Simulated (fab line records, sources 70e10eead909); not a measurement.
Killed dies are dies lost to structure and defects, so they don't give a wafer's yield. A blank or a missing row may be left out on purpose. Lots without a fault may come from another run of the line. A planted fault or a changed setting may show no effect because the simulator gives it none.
Chamber matching | flow nand_harc | NHARC_P_BONDPAD_ETCH_37 on rie_diel-04: 4 sister chambers
The step etches the open film in N2/H2, target depth 60 nm, overetch 18 nm, time 65.91 s. 8 wafers are shown with their chamber, then 12 later ones without.

WAFERS WITH THEIR CHAMBER
wafer  | chamber | showerhead_plenum_p_Torr (Torr) | drypump_motor_current_A (A)
L081.2 | 1       | 2.16                            | 5.4
L084.3 | 2       | 2.20                            | 5.2
L083.2 | 2       | 2.20                            | 5.2
L083.3 | 0       | 2.16                            | 6.3
L083.4 | 3       | 2.13                            | 6.1
L087.3 | 3       | 2.13                            | 6.1
L087.4 | 0       | 2.15                            | 6.3
L087.6 | 1       | 2.16                            | 5.3

WAFERS WITHOUT THEIR CHAMBER
wafer  | showerhead_plenum_p_Torr (Torr) | drypump_motor_current_A (A)
L088.2 | 2.15                            | 6.3
L088.3 | 2.20                            | 5.2
L088.6 | 2.16                            | 5.4
L093.1 | 2.16                            | 5.4
L093.5 | 2.15                            | 6.3
L093.6 | 2.16                            | 5.3
L094.1 | 2.15                            | 6.3
L094.3 | 2.13                            | 6.1
L094.6 | 2.20                            | 5.2
L095.1 | 2.20                            | 5.2
L095.4 | 2.16                            | 5.3
L095.5 | 2.16                            | 5.4

WHICH CHAMBER EACH WENT THROUGH
wafer  | from the rows above | in truth
L088.2 | 0                   | 0
L088.3 | 2                   | 2
L088.6 | 1                   | 1
L093.1 | 1                   | 1
L093.5 | 0                   | 0
L093.6 | 1                   | 1
L094.1 | 0                   | 0
L094.3 | 3                   | 3
L094.6 | 2                   | 2
L095.1 | 2                   | 2
L095.4 | 1                   | 1
L095.5 | 1                   | 1
Placed correctly: 12 of 12. Can't be placed from these rows: 0. Placed wrongly: 0.
How it was worked out, from the rows above alone: a wafer's distance from a chamber is the root of the sum, over the readings, of the square of ((its reading less the chamber's mean) divided by the reading's scatter). The wafer belongs to the nearest chamber; if the next one is less than 2 further off, it can't be placed. A chamber's mean is the mean of its shown wafers. The scatter: the root of (the sum of the squares of (reading less its chamber's mean) over the shown wafers, divided by (wafers less chambers)).
